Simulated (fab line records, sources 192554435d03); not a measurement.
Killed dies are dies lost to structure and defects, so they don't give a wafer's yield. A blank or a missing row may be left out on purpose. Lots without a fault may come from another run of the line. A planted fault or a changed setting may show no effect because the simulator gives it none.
Chamber matching | flow n5_finfet | N5_BEOL_M7_DESCUM_33 on rie_diel-01: 4 sister chambers
The step chemistry O2, time 7 s. 4 wafers are shown with their chamber, then 7 later ones without.

WAFERS WITH THEIR CHAMBER
wafer  | chamber | showerhead_plenum_p_Torr (Torr)
L085.1 | 2       | 2.04
L085.4 | 0       | 2.23
L088.1 | 1       | 1.97
L088.3 | 3       | 2.15

WAFERS WITHOUT THEIR CHAMBER
wafer  | showerhead_plenum_p_Torr (Torr)
L088.5 | 2.04
L090.1 | 1.97
L090.2 | 2.22
L090.6 | 2.15
L091.2 | 2.22
L091.3 | 1.97
L091.4 | 2.15

WHICH CHAMBER EACH WENT THROUGH
wafer  | from the rows above | in truth
L088.5 | 2                   | 2
L090.1 | 1                   | 1
L090.2 | 0                   | 0
L090.6 | 3                   | 3
L091.2 | 0                   | 0
L091.3 | 1                   | 1
L091.4 | 3                   | 3
Placed correctly: 7 of 7. Can't be placed from these rows: 0. Placed wrongly: 0.
How it was worked out, from the rows above alone: a wafer's distance from a chamber is the root of the sum, over the readings, of the square of ((its reading less the chamber's mean) divided by the reading's scatter). The wafer belongs to the nearest chamber; if the next one is less than 2 further off, it can't be placed. A chamber's mean is the mean of its shown wafers. The scatter: with one shown wafer a chamber, the root of the mean of the squares of how far each hidden wafer lies from its nearest shown one.
